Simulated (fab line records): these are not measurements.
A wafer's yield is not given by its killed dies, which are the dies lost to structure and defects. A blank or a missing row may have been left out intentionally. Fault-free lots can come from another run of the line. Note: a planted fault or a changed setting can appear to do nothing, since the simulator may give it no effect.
Which of the tools did it?	flow n5-finfet	9 lots with 27 wafers sampled at 4 steps, on a route of 1938 steps

WHAT EACH GAUGE READ, for each wafer
Not one reading of a measure or inspect step in the record can be checked against a usual standard deviation.

EACH LOT AND THE TOOL THAT RAN IT (in order: tool; ch and the chambers of the sampled wafers; start)
lot	N5_BEOL_M11_STRIP_19	N5_BEOL_M11_STRIP_36	N5_BEOL_M11_TRENCH_ETCH_37	N5_BEOL_M11_ETCH_41
L555	rie-diel-02 ch 0,1, day 10 15:58	rie-diel-05 ch 0,1,2, day 10 18:39	rie-diel-05 ch 0,1,2, day 10 18:44 or earlier	rie-diel-05 ch 0,1,2, day 10 18:44
L557	rie-diel-05 ch 0,1,2, day 10 23:43	rie-diel-02 ch 2,3, day 11 00:41	rie-diel-02 ch 2,3, day 11 00:46 or earlier	rie-diel-02 ch 2,3, day 11 00:46
L560	rie-diel-06 ch 0,2,3, day 11 17:24	rie-diel-06 ch 0,1,2, day 11 19:40	rie-diel-06 ch 0,1,2, day 11 19:44 or earlier	rie-diel-06 ch 0,1,2, day 11 19:44
L562	rie-diel-02 ch 2,3, day 11 23:46	rie-diel-02 ch 1,3, day 12 01:32	rie-diel-02 ch 1,3, day 12 01:37 or earlier	rie-diel-02 ch 1,3, day 12 01:37
L567	rie-diel-02 ch 1,3, day 13 17:31	rie-diel-06 ch 1,2, day 13 18:40	rie-diel-06 ch 1,2, day 13 18:44 or earlier	rie-diel-06 ch 1,2, day 13 18:44
L568	rie-diel-06 ch 0,2,3, day 14 02:30	rie-diel-06 ch 0,3, day 14 03:20	rie-diel-06 ch 0,3, day 14 03:26 or earlier	rie-diel-06 ch 0,3, day 14 03:26
L571	rie-diel-06 ch 0,2,3, day 14 10:50	rie-diel-06 ch 0,1,2, day 14 12:46	rie-diel-06 ch 0,1,2, day 14 12:50 or earlier	rie-diel-06 ch 0,1,2, day 14 12:50
L573	rie-diel-05 ch 2,3, day 15 02:16	rie-diel-06 ch 0,1,2, day 15 03:22	rie-diel-06 ch 0,1,2, day 15 03:27 or earlier	rie-diel-06 ch 0,1,2, day 15 03:27
L577	rie-diel-02 ch 1,2,3, day 16 02:23	rie-diel-05 ch 0,3, day 16 04:43	rie-diel-05 ch 0,3, day 16 04:47 or earlier	rie-diel-05 ch 0,3, day 16 04:47
- N5_BEOL_M11_STRIP_19: strips in O2.
- N5_BEOL_M11_STRIP_36: strips in N2/H2.
- N5_BEOL_M11_TRENCH_ETCH_37: etches SiCOH lowk in C4F6/O2, target depth 148.83 nm, time 48 s.
- N5_BEOL_M11_ETCH_41: etches SiCN in CH3F/O2, target depth 42.6 nm, time 86 s.

AS READ BY THE TOOLS THEMSELVES (means over the sampled wafers that have a number; for cases with no such wafer, the mark the record gives instead)
N5_BEOL_M11_STRIP_19. Usual: chamber-pressure-mTorr 30.00 mTorr, standard deviation 0.034; drypump-motor-current-A 5.5 A, standard deviation 0.39; oes-product-au 0.78 a.u., standard deviation 0.065; rf-vpp-V 3.6 V, standard deviation 0.61; showerhead-plenum-p-Torr 2.11 Torr, standard deviation 0.083; throttle-valve-pct 16.60 %, standard deviation 0.16.
lot	tool	chamber-pressure-mTorr (mTorr)	drypump-motor-current-A (A)	oes-product-au (a.u.)	rf-vpp-V (V)	showerhead-plenum-p-Torr (Torr)	throttle-valve-pct (%)	flag
L555	rie-diel-02	29.98	5.3	0.74	3.6	2.06	16.63	
L557	rie-diel-05	29.99	5.6	0.82	3.6	2.15	16.61	
L560	rie-diel-06	30.03	5.6	0.83	3.3	2.08	16.48	
L562	rie-diel-02	29.99	5.8	0.71	3.1	2.09	16.75	
L567	rie-diel-02	30.06	5.7	0.73	3.7	2.10	16.58	
L568	rie-diel-06	30.02	5.6	0.81	3.4	2.08	16.51	
L571	rie-diel-06	29.98	5.6	0.80	3.5	2.08	16.51	
L573	rie-diel-05	30.01	5.2	0.78	3.7	2.15	16.63	
L577	rie-diel-02	30.00	5.8	0.81	3.8	2.06	16.48	

N5_BEOL_M11_STRIP_36. Usual: chamber-pressure-mTorr 20.00 mTorr, standard deviation 0.04; drypump-motor-current-A 5.5 A, standard deviation 0.41; oes-product-au 0.79 a.u., standard deviation 0.06; rf-vpp-V 59.6 V, standard deviation 1.9; showerhead-plenum-p-Torr 2.55 Torr, standard deviation 0.1; throttle-valve-pct 23.6 %, standard deviation 0.36.
lot	tool	chamber-pressure-mTorr (mTorr)	drypump-motor-current-A (A)	oes-product-au (a.u.)	rf-vpp-V (V)	showerhead-plenum-p-Torr (Torr)	throttle-valve-pct (%)	flag
L555	rie-diel-05	20.00	5.6	0.83	59.5	2.62	23.8	
L557	rie-diel-02	20.02	5.6	0.73	59.9	2.60	23.9	
L560	rie-diel-06	19.99	5.3	0.90	62.1	2.58	23.3	
L562	rie-diel-02	20.02	5.7	0.74	58.8	2.57	23.7	
L567	rie-diel-06	19.98	4.9	0.87	56.9	2.53	23.2	
L568	rie-diel-06	20.00	5.8	0.80	59.9	2.40	23.2	
L571	rie-diel-06	20.02	5.2	0.85	59.0	2.57	23.3	
L573	rie-diel-06	20.01	5.3	0.84	61.0	2.57	23.3	
L577	rie-diel-05	19.95	5.8	0.77	58.8	2.57	23.7	

N5_BEOL_M11_TRENCH_ETCH_37. Usual: O2_flow_sccm 9.996 sccm, standard deviation 0.03; chamber-pressure-mTorr 29.998 mTorr, standard deviation 0.027; drypump-motor-current-A 5.5 A, standard deviation 0.41; oes-product-au 0.78 a.u., standard deviation 0.059; rf-vpp-V 656 V, standard deviation 21; showerhead-plenum-p-Torr 2.85 Torr, standard deviation 0.096; throttle-valve-pct 20.85 %, standard deviation 0.14.
lot	tool	O2_flow_sccm (sccm)	chamber-pressure-mTorr (mTorr)	drypump-motor-current-A (A)	oes-product-au (a.u.)	rf-vpp-V (V)	showerhead-plenum-p-Torr (Torr)	throttle-valve-pct (%)	flag
L555	rie-diel-05	9.987	30.003	5.7	0.82	666	2.92	20.87	
L557	rie-diel-02	10.013	29.974	5.6	0.72	642	2.90	20.96	
L560	rie-diel-06	9.988	29.985	5.2	0.89	650	2.89	20.72	
L562	rie-diel-02	9.976	29.997	5.7	0.74	639	2.88	20.88	
L567	rie-diel-06	10.014	29.986	4.9	0.87	634	2.85	20.69	
L568	rie-diel-06	10.010	30.001	5.8	0.79	644	2.72	20.70	
L571	rie-diel-06	10.014	30.004	5.2	0.85	650	2.88	20.74	
L573	rie-diel-06	9.963	29.984	5.3	0.84	649	2.88	20.75	
L577	rie-diel-05	9.978	30.005	5.8	0.77	673	2.86	20.89	

N5_BEOL_M11_ETCH_41. Usual: O2_flow_sccm 20.01 sccm, standard deviation 0.05; chamber-pressure-mTorr 30.00 mTorr, standard deviation 0.031; drypump-motor-current-A 5.5 A, standard deviation 0.41; oes-product-au 0.78 a.u., standard deviation 0.059; rf-vpp-V 297.4 V, standard deviation 1.8; showerhead-plenum-p-Torr 2.01 Torr, standard deviation 0.071; throttle-valve-pct 16.24 %, standard deviation 0.14.
lot	tool	O2_flow_sccm (sccm)	chamber-pressure-mTorr (mTorr)	drypump-motor-current-A (A)	oes-product-au (a.u.)	rf-vpp-V (V)	showerhead-plenum-p-Torr (Torr)	throttle-valve-pct (%)	flag
L555	rie-diel-05	20.00	30.00	5.6	0.83	298.4	2.06	16.24	
L557	rie-diel-02	20.05	29.98	5.6	0.71	298.6	2.04	16.39	
L560	rie-diel-06	20.01	29.97	5.2	0.88	297.9	2.03	16.08	
L562	rie-diel-02	20.06	30.02	5.7	0.74	297.6	2.02	16.29	
L567	rie-diel-06	20.01	30.02	4.9	0.86	297.9	2.00	16.06	
L568	rie-diel-06	19.97	30.03	5.8	0.79	294.6	1.90	16.12	
L571	rie-diel-06	20.05	29.99	5.2	0.84	297.6	2.03	16.12	
L573	rie-diel-06	20.05	30.02	5.3	0.95	297.5	2.02	16.13	
L577	rie-diel-05	20.01	30.00	5.8	0.77	298.0	2.00	16.28	

THE ANSWER, worked out from the rows above alone
Rule: take the mean of a lot's wafers that have a number; if it is more than 3 standard deviations from the usual mean, the lot is off. Also off: a lot with no number at a reading for which 4 or more lots have one. Any other lot the step has rows for is counted as sound. The gauges are gone through in route order, then the tools' own readings, and for those a lot's mean is taken as printed above. At the first step where some lot is off, the reading lying furthest off is the one used; lots without a number count as furthest.
No lot is off on any of the readings shown, so nothing can be concluded from this.

WHAT THE SIMULATOR HAD INSERTED
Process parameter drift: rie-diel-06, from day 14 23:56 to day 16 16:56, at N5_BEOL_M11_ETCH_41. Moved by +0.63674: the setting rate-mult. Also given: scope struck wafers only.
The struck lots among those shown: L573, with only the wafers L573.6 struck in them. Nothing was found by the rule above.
